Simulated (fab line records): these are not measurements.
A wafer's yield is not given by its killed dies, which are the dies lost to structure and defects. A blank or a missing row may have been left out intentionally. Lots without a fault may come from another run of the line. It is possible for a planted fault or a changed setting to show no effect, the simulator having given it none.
fab line records | flow n5Finfet
[record] lots = 8 wafers = 24 lastDay = 18
route steps=1938 shown FIN_SAQP@99 BEOL_M4@1111 PASSIVATION@1936
lots that met no fault: from a run of the same line without faults
startH: start of the lot's first displayed wafer, in hours after the record's first day | waitH: time in hours since the lot's previous step | " identical to the entry in the row above | L1.1+2: one row covering several wafers at once | - no value present, or no start provided | * or withheld: withheld | < > ~ a bound
route shown NAME@n: names a module that has steps shown in the file, with the first one's number in the route | usual: the fault-free wafers' mean and standard deviation | same: alike in all rows | chamber/n: place in a boat | sites: the reading at each site | _std_site: their standard deviation | _edge_site: the outer-site mean with the inner-site mean subtracted | radiusMm: for every site, how far away it sits from the centre of the wafer | mask NAME#n: copy n | behind: the tool/chamber that last shaped the wafer | hold: the reason the lot was held/the length of the hold in hours/how it ended | device: names the non-switching transistor (n, p or np) | end of line: the same wafers' tests at the end of the route | where a step has no rows: the recipe by itself | killed: the dies lost at the first sort to structure and to defects; this is not the yield of the wafer | map: shows each die of a wafer: x if killed, . if not, _ if none is there
set.NAME: the setting that was run; set.NAME@STEP: the one run at that earlier step | model.NAME: the simulator's own value behind a step, which no gauge read
route steps across a sampled set of lots; one table per step, one row per wafer
services: from which hour (startH, from the record's first day; less than 0 if before it) a tool's chamber was out of use, for how many hours, and why
[[steps]]
[step N5_FIN_SAQP_PECVD_48]
[recipe] material = SiNx targetThkA = 250 tempC = 400 precursor = SiH4/NH3/N2 pressureTorr = 1.5 rfW = 300 timeS = 22.1
[usual] heaterPowerW = 762/140 showerheadPlenumPTorr = 5.14/0.061 throttleValvePct = 39.8/2.4
// columns lot.wafer tool chamber startH waitH heaterPowerW showerheadPlenumPTorr throttleValvePct
L188.1 pecvd-01 1 45.71 0.0 659 5.20 42.5
L188.3 " 1 " " 655 5.20 42.8
L188.5 " 1 " " 655 5.21 42.7
L189.2 pecvd-03 0 51.60 0.0 1093 5.12 40.7
L189.3 " 1 " " 785 5.24 40.7
L189.6 " 0 " " 1096 5.12 40.9
L191.1 pecvd-04 0 63.50 0.0 725 5.04 42.1
L191.3 " 2 " " 619 5.12 41.6
L191.6 " 0 " " 721 5.06 42.7
L201.2 pecvd-04 0 124.09 0.0 710 5.05 43.0
L201.5 " 0 " " 715 5.05 42.8
L201.6 " 1 " " 688 5.15 40.6
L202.1 pecvd-01 1 130.29 0.0 655 5.19 42.6
L202.2 " 2 " " 771 5.19 34.8
L202.5 " 2 " " 772 5.19 34.8
L203.3 pecvd-03 1 136.49 0.0 811 5.24 40.5
L203.4 " 1 " " 829 5.26 40.4
L203.6 " 2 " " 648 5.12 39.7
L204.3 pecvd-01 0 143.21 0.0 748 5.07 37.7
L204.4 " 2 " " 697 5.20 35.1
L204.5 " 0 " " 768 5.07 37.4
L206.2 pecvd-03 2 154.57 0.0 684 5.12 39.6
L206.3 " 1 " " 875 5.25 40.7
L206.4 " 0 " " 1095 5.12 41.5
[step N5_FIN_SAQP_PECVD_06]
[recipe] material = a-Si targetThkA = 600 tempC = 400 precursor = SiH4/He pressureTorr = 3 rfW = 100 timeS = 48.1
[usual] heaterPowerW = 834/140 showerheadPlenumPTorr = 5.67/0.045 throttleValvePct = 18.1/1.1
// columns lot.wafer tool chamber startH waitH heaterPowerW showerheadPlenumPTorr throttleValvePct
L188.1 pecvd-01 1 45.77 0.0 687 5.71 19.4
L188.3 " 1 " " 687 5.72 19.5
L188.5 " 1 " " 691 5.70 19.4
L189.2 pecvd-03 0 51.64 0.0 1020 5.63 18.5
L189.3 " 1 " " 835 5.74 18.7
L189.6 " 0 " " 1027 5.64 18.5
L191.1 pecvd-04 0 63.54 0.0 679 5.61 19.4
L191.3 " 2 " " 743 5.67 18.8
L191.6 " 0 " " 697 5.60 19.3
L201.2 pecvd-04 0 124.15 0.0 721 5.60 19.6
L201.5 " 0 " " 712 5.60 19.0
L201.6 " 1 " " 678 5.68 18.5
L202.1 pecvd-01 1 130.35 0.0 685 5.72 19.6
L202.2 " 2 " " 819 5.71 15.9
L202.5 " 2 " " 810 5.70 15.9
L203.3 pecvd-03 1 136.53 0.0 938 5.75 18.3
L203.4 " 1 " " 945 5.74 18.5
L203.6 " 2 " " 688 5.65 18.1
L204.3 pecvd-01 0 143.25 0.0 862 5.61 17.3
L204.4 " 2 " " 782 5.69 16.2
L204.5 " 0 " " 870 5.64 17.0
L206.2 pecvd-03 2 154.61 0.0 819 5.63 18.1
L206.3 " 1 " " 954 5.75 18.7
L206.4 " 0 " " 1186 5.66 18.9
[step N5_FIN_SAQP_SPACER1_ALD_24]
[recipe] material = SiO2 targetThkA = 203 tempC = 300 aldPrecursorFamily = BDEAS aldCoReactant = O2-plasma pulseTimeS = 1 purgeTimeS = 2 coReactantPurgeTimeS = 2 aldCycles = 218 pressureTorr = 2
[usual] heaterPowerW = 472/53 precursorPulseHeightRel = 1.000/0.021
[same] pulseTimeS = 1
// columns lot.wafer tool chamber startH waitH heaterPowerW precursorPulseHeightRel
L188.1 aldSin-04 3 47.79 0.4 412 0.988
L188.3 " 0 " " 450 1.006
L188.5 " 1 " " 549 0.999
L189.2 aldSin-02 3 54.35 0.3 407 0.968
L189.3 " 2 " " 387 0.981
L189.6 " 1 " " 549 0.994
L191.1 aldSin-04 3 65.47 0.3 408 0.977
L191.3 " 0 " " 448 1.017
L191.6 " 1 " " 545 1.017
L201.2 aldSin-02 0 126.42 0.3 457 1.025
L201.5 " 3 " " 410 1.006
L201.6 " 0 " " 459 1.026
L202.1 aldSin-01 3 132.29 0.3 468 0.962
L202.2 " 0 " " 520 0.980
L202.5 " 1 " " 491 0.983
L203.3 aldSin-04 2 138.44 0.1 509 1.007
L203.4 " 3 " " 412 0.987
L203.6 " 3 " " 413 0.985
L204.3 aldSin-02 1 145.05 0.1 565 0.961
L204.4 " 3 " " 411 1.025
L204.5 " 0 " " 441 0.976
L206.2 aldSin-01 1 156.66 0.3 484 0.981
L206.3 " 0 " " 525 1.019
L206.4 " 3 " " 478 0.995
[step N5_FIN_SAQP_SPACER1_ETCHBACK_25]
[recipe] chemistry = CHF3/O2 mode = anisotropicEtchback target = SiO2 targetDepthA = 244 timeS = 12.2 pressureMtorr = 30 sourceW = 650 biasW = 170 Ar_flow_sccm = 200 CHF3_flow_sccm = 50 O2_flow_sccm = 5 ionEnergyEv = 200
[usual] CHF3_flow_sccm = 49.99/0.15 O2_flow_sccm = 5.001/0.015 drypumpMotorCurrentA = 5.6/0.45 oesProductAu = 0.77/0.095 rfVppV = 524/17 showerheadPlenumPTorr = 2.41/0.09 throttleValvePct = 18.98/0.27
// columns lot.wafer tool chamber startH waitH CHF3_flow_sccm O2_flow_sccm drypumpMotorCurrentA oesProductAu rfHoursCounterH rfVppV showerheadPlenumPTorr throttleValvePct
L188.1 rieDiel-05 2 48.50 0.4 - - - - - - - -
L188.3 " 3 " " - - - - - - - -
L188.5 " 0 " " - - - - - - - -
L189.2 rieDiel-03 0 55.07 0.4 - - - - - - - -
L189.3 " 1 " " - - - - - - - -
L189.6 " 0 " " - - - - - - - -
L191.1 rieDiel-03 3 66.19 0.4 50.06 5.012 5.4 0.84 54 543 2.54 18.78
L191.3 " 1 " " 50.26 4.983 5.1 0.71 222 525 2.30 19.14
L191.6 " 2 " " 49.99 4.988 6.0 0.99 - 539 2.58 18.61
L201.2 rieDiel-05 2 127.62 0.9 49.71 5.002 5.7 0.69 213 503 2.36 18.97
L201.5 " 0 " " 50.15 5.035 4.7 0.90 - 511 2.47 18.64
L201.6 " 1 " " 49.82 5.018 5.6 0.81 - 552 2.33 18.90
L202.1 rieDiel-05 0 133.03 0.4 50.22 5.017 4.7 0.91 24 511 2.47 18.66
L202.2 " 1 " " 49.62 5.001 5.6 0.81 100 553 2.32 18.91
L202.5 " 3 " " 49.85 4.993 6.3 0.97 - 541 2.40 18.52
L203.3 rieDiel-03 0 139.33 0.5 49.99 4.987 5.5 0.73 170 519 2.32 19.39
L203.4 " 3 " " 50.22 5.003 5.4 0.82 71 547 2.53 18.80
L203.6 " 3 " " 50.27 5.001 5.4 0.81 - 543 2.54 18.79
L204.3 rieDiel-05 1 145.77 0.4 49.95 4.977 5.6 0.80 105 553 2.32 18.89
L204.4 " 3 " " 49.70 4.985 6.3 0.95 10 540 2.40 18.54
L204.5 " 2 " " 50.18 4.981 5.7 0.67 - 504 2.35 18.99
L206.2 rieDiel-05 3 157.43 0.4 50.16 5.018 6.3 0.93 15 540 2.40 18.55
L206.3 " 2 " " 49.60 5.021 5.7 0.68 224 504 2.35 18.99
L206.4 " 1 " " 49.90 5.008 5.6 0.80 109 554 2.32 18.92
[step N5_FIN_SAQP_MANDREL1_REMOVE_56]
[recipe] chemistry = HBr/Cl2/O2 btTimeS = 10 target = a-Si stopOn = SiNx endpoint = OES-SiCl overEtchFrac = 1 icpW = 600 biasW = 22 HBr_flow_sccm = 150 Cl2_flow_sccm = 80 O2_flow_sccm = 5 pressureMtorr = 10
[usual] drypumpMotorCurrentA = 5.6/0.4 oesProductAu = 0.998/0.016 throttleValvePct = 36.8/0.46
// columns lot.wafer tool chamber startH waitH drypumpMotorCurrentA oesProductAu rfHoursCounterH throttleValvePct
L188.1 rieSi-03 3 48.59 0.1 4.8 0.377 67 36.9
L188.3 " 2 " " 5.5 0.380 59 37.1
L188.5 " 1 " " 5.4 0.376 - 35.9
L189.2 rieSi-06 3 55.16 0.1 5.0 0.376 6 37.1
L189.3 " 2 " " 6.1 0.366 0 37.0
L189.6 " 2 " " 6.1 0.374 - 37.0
L191.1 rieSi-05 1 66.28 0.1 6.2 0.994 64 36.9
L191.3 " 0 " " 5.8 0.963 134 37.3
L191.6 " 3 " " 5.1 0.983 - 35.9
L201.2 rieSi-03 3 127.71 0.1 4.8 0.994 68 36.9
L201.5 " 2 " " 5.5 1.023 - 37.1
L201.6 " 1 " " 5.4 1.012 - 35.9
L202.1 rieSi-06 1 133.12 0.1 5.7 0.971 23 37.0
L202.2 " 3 " " 5.0 1.002 7 37.1
L202.5 " 0 " " 5.7 1.010 - 36.9
L203.3 rieSi-06 2 139.41 0.1 6.1 0.995 2 37.0
L203.4 " 3 " " 5.0 0.990 7 37.1
L203.6 " 1 " " 5.7 0.977 - 37.0
L204.3 rieSi-03 3 145.86 0.1 4.8 1.004 68 36.9
L204.4 " 1 " " 5.4 1.017 104 35.9
L204.5 " 0 " " 5.6 0.991 - 36.6
L206.2 rieSi-03 3 157.52 0.1 4.8 0.991 69 36.9
L206.3 " 0 " " 5.6 0.983 22 36.6
L206.4 " 2 " " 5.5 1.017 61 37.1
[step N5_FIN_SAQP_CD_MEAS_27]
[recipe] targetCdNm = 20 landingEnergyEv = 1000 detector = seInlens polarity = line
[usual] cdNm = 20.28/0.26
// columns lot.wafer tool chamber startH waitH cdNm
L188.1 cdSem-02 0 48.70 0.1 -
L188.3 " 0 " " -
L188.5 " 0 " " -
L189.2 cdSem-02 0 55.27 0.1 -
L189.3 " 0 " " -
L189.6 " 0 " " -
L191.1 cdSem-03 0 66.39 0.1 20.17
L191.3 " 0 " " 20.52
L191.6 " 0 " " 19.86
L201.2 cdSem-02 0 127.82 0.1 20.21
L201.5 " 0 " " 20.31
L201.6 " 0 " " 20.38
L202.1 cdSem-01 0 133.23 0.1 20.21
L202.2 " 0 " " 20.46
L202.5 " 0 " " 19.84
L203.3 cdSem-03 0 139.53 0.1 20.42
L203.4 " 0 " " 20.54
L203.6 " 0 " " 20.07
L204.3 cdSem-03 0 145.97 0.1 20.42
L204.4 " 0 " " 19.56
L204.5 " 0 " " 20.34
L206.2 cdSem-02 0 157.63 0.1 20.62
L206.3 " 0 " " 20.74
L206.4 " 0 " " 20.29
[step N5_BEOL_M4_RC_MEAS_101]
[usual] DIBL_N = 37.5/2.5 DIBL_P = 38/3.1 IOFF_N = 0.19/0.059 IOFF_P = 0.24/0.061 ION_N = 679/16 ION_P = 465/9.8 SS_N = 72.0/0.8 SS_P = 73.7/0.86 VT_N = 248/4.5 VT_P = -249/3.5
// columns lot.wafer tool chamber startH waitH DIBL_N[mV/V] DIBL_P[mV/V] IOFF_N[nA/um] IOFF_P[nA/um] ION_N[uA/um] ION_P[uA/um] SS_N[mV/dec] SS_P[mV/dec] VT_N[mV] VT_P[mV]
L191.1 prober-02 0 221.67 0.0 35.9 37 0.16 0.20 667 459 72.3 73.8 251 -252
L191.3 " 0 " " 37.2 37 0.19 0.20 680 461 72.0 73.0 249 -251
L191.6 " 0 " " 33.6 34 0.11 0.17 659 451 70.9 73.0 255 -254
L201.2 prober-01 0 283.52 0.2 40.7 41 0.24 0.26 697 471 72.1 74.2 243 -248
L201.5 " 0 " " 38.4 37 0.19 0.20 664 453 72.4 73.8 251 -255
L201.6 " 0 " " 34.4 34 0.12 0.16 658 449 71.9 72.4 255 -254
L202.1 prober-02 0 284.19 0.0 34.5 35 0.14 0.21 668 462 70.9 73.5 249 -249
L202.2 " 0 " " 36.0 35 0.14 0.20 668 459 71.2 73.8 251 -250
L202.5 " 0 " " 39.9 40 0.24 0.28 696 475 71.8 74.1 244 -246
L203.3 prober-02 0 288.15 0.3 37.6 37 0.19 0.24 683 463 72.1 73.9 249 -249
L203.4 " 0 " " 35.7 34 0.16 0.21 667 462 71.5 73.3 249 -250
L203.6 " 0 " " 37.4 36 0.20 0.24 685 466 72.0 73.8 244 -250
L204.3 prober-02 0 310.66 0.3 40.5 38 0.23 0.26 684 465 72.7 73.8 246 -249
L204.4 " 0 " " 38.6 36 0.17 0.22 662 460 73.0 73.4 250 -249
L204.5 " 0 " " 39.9 38 0.21 0.25 687 466 71.8 74.0 250 -248
L206.2 prober-02 0 312.12 0.2 37.5 39 0.18 0.22 679 466 72.5 73.7 251 -252
L206.3 " 0 " " 34.7 35 0.13 0.17 673 459 71.5 73.4 254 -252
L206.4 " 0 " " 37.5 40 0.19 0.26 677 463 72.1 74.5 248 -249
[step N5_PASSIVATION_PROBE_49]
[usual] defectLimitedYield = 91.0/1.4 killed_at_M0_to_M3 = 35/10 killed_at_M4_up = 14/5.5 killedAtContacts = 13/5.6 killedAtFrontEnd = 41/11 killedAtOther = 4/3.4 killedDies = 106/16 killedOnRim = 13/4 killedOpen = 68/12 killedShort = 35/7.3 sort_bin_4_leakage = 0.3/2.1 sort_bin_5_function = 5.3/0.89 sort_bin_6_memory = 3.4/0.67 sortNPass = 1070/28 sortYieldPct = 90.7/2.4
[same] grossDies = 1180 killedAtBackSide = 0 sort_bin_8_speed[%] = 0
// columns lot.wafer tool chamber startH waitH defectLimitedYield[%] killed_at_M0_to_M3 killed_at_M4_up killedAtContacts killedAtFrontEnd killedAtOther killedDies killedOnRim killedOpen killedShort sort_bin_4_leakage[%] sort_bin_5_function[%] sort_bin_6_memory[%] sortNPass sortYieldPct[%]
L188.1 prober-02 - 304.63 0.0 0 37 17 22 1103 1 1180 152 69 33 0 96.4 3.4 0 0
L188.3 prober-02 - 304.73 0.1 0 46 11 13 1102 8 1180 152 68 41 0 95.8 3.6 0 0
L188.5 prober-02 - 304.83 0.2 0 46 16 8 1110 0 1180 152 78 33 0 97.1 2.9 0 0
L189.2 prober-02 - 307.37 0.1 0 39 19 11 1107 4 1180 152 76 57 0 95.6 3.6 0 0
L189.3 prober-02 - 307.42 0.1 0 38 10 9 1122 1 1180 152 75 36 0 96.4 3.5 0 0
L189.6 prober-02 - 307.57 0.3 0 45 13 17 1098 7 1180 152 72 62 0 94.9 4.7 0 0
L201.2 prober-02 - 397.65 0.1 92.0 37 12 7 31 7 94 14 68 25 0.1 4.7 3.2 1085 91.9
L201.5 prober-02 - 397.80 0.2 91.4 36 10 11 37 8 102 7 63 36 0 4.9 3.6 1078 91.4
L201.6 prober-02 - 397.85 0.3 92.5 38 9 10 28 4 89 9 53 35 0 3.5 3.9 1091 92.5
L203.3 prober-02 - 403.12 0.1 89.8 43 13 7 50 7 120 16 83 35 0 6.4 3.2 1060 89.8
L203.4 prober-02 - 403.17 0.2 90.7 42 10 9 44 5 110 14 67 42 0 5.3 3.7 1070 90.7
L203.6 prober-02 - 403.27 0.3 91.8 27 9 13 44 4 97 12 59 36 0 5.8 1.9 1083 91.8
// killed by level:class
L188.1 FIN_SAQP:areaEtchback=1078 MOL_CONTACT_COAG:geometricParticle:open=19 BEOL_M0_SAQP:geometricParticle:open=10 BEOL_M0_SAQP:geometricParticle:short=7 STI_FIN_REVEAL:geometricParticle:open=6 BEOL_M2:geometricParticle:open=6 BEOL_M4:geometricParticle:open=6 FIN_SAQP:geometricParticle:short=5
L188.3 FIN_SAQP:areaEtchback=1071 MOL_CONTACT_COAG:geometricParticle:open=11 BEOL_M2:geometricParticle:open=11 BEOL_M0_SAQP:geometricParticle:open=10 FIN_SAQP:geometricParticle:short=9 BEOL_M1:geometricParticle:open=9 STI_FIN_REVEAL:geometricParticle:open=7 BEOL_M0_SAQP:geometricParticle:short=6
L188.5 FIN_SAQP:areaEtchback=1069 BEOL_M1:geometricParticle:open=16 BEOL_M4:geometricParticle:open=10 STARTING-WAFER:geometricParticle:open=8 BEOL_M0_SAQP:geometricParticle:short=8 BEOL_M2:geometricParticle:open=8 FIN_SAQP:geometricParticle:open=7 MOL_CONTACT_COAG:geometricParticle:open=7
L189.2 FIN_SAQP:areaEtchback=1047 FIN_SAQP:geometricParticle:short=23 FIN_SAQP:geometricParticle:open=16 BEOL_M0_SAQP:geometricParticle:short=15 BEOL_M0_SAQP:geometricParticle:open=14 BEOL_M4:geometricParticle:open=13 MOL_CONTACT_COAG:geometricParticle:open=8 GATE_CUT:geometricParticle:open=6
L189.3 FIN_SAQP:areaEtchback=1068 FIN_SAQP:geometricParticle:open=24 BEOL_M0_SAQP:geometricParticle:short=17 BEOL_M0_SAQP:geometricParticle:open=14 FIN_SAQP:geometricParticle:short=10 MOL_CONTACT_COAG:geometricParticle:open=8 STARTING-WAFER:geometricParticle:open=5 DUMMY_GATE:geometricParticle:open=4
L189.6 FIN_SAQP:areaEtchback=1043 BEOL_M0_SAQP:geometricParticle:short=15 FIN_SAQP:geometricParticle:short=12 MOL_CONTACT_COAG:geometricParticle:open=12 BEOL_M0_SAQP:geometricParticle:open=12 FIN_SAQP:geometricParticle:open=8 BEOL_M2:geometricParticle:open=7 STI_FIN_REVEAL:geometricParticle:open=5
L201.2 BEOL_M1:geometricParticle:open=11 BEOL_M2:geometricParticle:open=9 BEOL_M0_SAQP:geometricParticle:open=7 STI_FIN_REVEAL:geometricParticle:open=6 MOL_CONTACT_COAG:geometricParticle:open=6 DUMMY_GATE:geometricParticle:open=6 BEOL_M3:geometricParticle:open=4 STARTING-WAFER:geometricParticle:open=4
L201.5 BEOL_M1:geometricParticle:open=10 BEOL_M3:geometricParticle:open=8 MOL_CONTACT_COAG:geometricParticle:open=8 STI_FIN_REVEAL:geometricParticle:open=7 FIN_SAQP:geometricParticle:short=5 STI_FIN_REVEAL:geometricParticle:short=4 SPACER0:geometricParticle:open=4 BEOL_M0_SAQP:geometricParticle:short=4
L201.6 BEOL_M0_SAQP:geometricParticle:short=12 BEOL_M2:geometricParticle:open=8 MOL_CONTACT_COAG:geometricParticle:open=7 BEOL_M1:geometricParticle:open=7 BEOL_M0_SAQP:geometricParticle:open=6 DUMMY_GATE:geometricParticle:open=5 FIN_SAQP:geometricParticle:open=4 GATE_CUT:geometricParticle:short=4
L203.3 FIN_SAQP:geometricParticle:open=18 BEOL_M0_SAQP:geometricParticle:open=12 FIN_SAQP:geometricParticle:short=10 BEOL_M0:geometricParticle:open=8 BEOL_M0_SAQP:geometricParticle:short=7 BEOL_M2:geometricParticle:open=7 STI_FIN_REVEAL:geometricParticle:open=6 MOL_CONTACT_COAG:geometricParticle:open=6
L203.4 FIN_SAQP:geometricParticle:short=14 BEOL_M0_SAQP:geometricParticle:open=11 BEOL_M2:geometricParticle:open=11 STI_FIN_REVEAL:geometricParticle:open=10 BEOL_M0_SAQP:geometricParticle:short=10 MOL_CONTACT_COAG:geometricParticle:open=8 BEOL_M4:geometricParticle:open=5 STARTING-WAFER:geometricParticle:open=4
L203.6 FIN_SAQP:geometricParticle:open=11 BEOL_M0_SAQP:geometricParticle:short=10 MOL_CONTACT_COAG:geometricParticle:open=8 STARTING-WAFER:geometricParticle:short=6 FIN_SAQP:geometricParticle:short=5 MOL_CONTACT_COAG:geometricParticle:short=5 BEOL_M0_SAQP:geometricParticle:open=5 BEOL_M2:geometricParticle:open=5
[[services]]
// columns tool chamber startH hours kind
aldSin-01 1 26.36 2.8 repair
rieSi-06 2 27.66 - clean
rieSi-06 2 27.66 - consumableReplace:focusRing
rieDiel-05 0 57.28 - clean
rieDiel-05 0 57.28 - consumableReplace:focusRing
rieDiel-05 0 57.28 19.6 scheduledDown
rieDiel-05 0 57.28 19.6 ventCycle
rieDiel-03 - 57.49 2.8 pm
rieSi-05 2 65.76 9.9 repair
rieDiel-05 2 79.97 7.6 repair
pecvd-01 1 91.21 11.6 repair
rieSi-03 3 98.87 5.6 repair
rieDiel-03 3 102.94 20.2 repair
rieDiel-05 3 103.52 - clean
rieDiel-05 3 103.52 - consumableReplace:focusRing
rieDiel-05 3 103.52 14.9 scheduledDown
rieDiel-05 3 103.52 14.9 ventCycle
rieDiel-03 2 110.03 1.3 repair
rieDiel-03 - 114.49 14.6 pm
pecvd-03 1 117.28 10.5 repair
pecvd-01 0 127.62 5.5 scheduledDown
pecvd-03 0 131.85 2.1 scheduledDown
aldSin-02 2 140.54 34.7 repair
pecvd-01 2 146.37 5.5 scheduledDown
[[key]]
[firstSign] step = N5_FIN_SAQP_SPACER1_ETCHBACK_25 reading = toolRecord direction = missing
[effect] step = N5_FIN_SAQP_MANDREL1_REMOVE_56 reading = oesProductAu direction = down sigmas = 38 usual = 0.998 struck = 0.375
[effect] step = N5_FIN_SAQP_CD_MEAS_27 reading = cdNm direction = missing
[effect] step = N5_PASSIVATION_PROBE_49 reading = sort_bin_5_function direction = up sigmas = 99+ usual = 5.3 struck = 96.0
[moreKillsBornAt] N5_FIN_SAQP_SPACER1_ETCHBACK_25@rieDiel-05 = 3218 N5_FIN_SAQP_SPACER1_ETCHBACK_25@rieDiel-03 = 3158
metAt N5_FIN_SAQP_SPACER1_ETCHBACK_25
struckLots L188,L189
laterRowsLeftOut L188.1,L188.3,L188.5,L189.2,L189.3,L189.6
notActingAt N5_FIN_SAQP_PECVD_48,N5_FIN_SAQP_PECVD_06,N5_FIN_SAQP_SPACER1_ALD_24
[fault] kind = skippedStepWhole tool = rieDiel-03,rieDiel-05 chamber = - onsetH = 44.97 steps = N5_FIN_SAQP_SPACER1_ETCHBACK_25 scope = struckLotsOnly
// laterRowsLeftOut: the simulator's readings of these wafers behind a module that went badly wrong aren't trusted and aren't shown, but for the sort
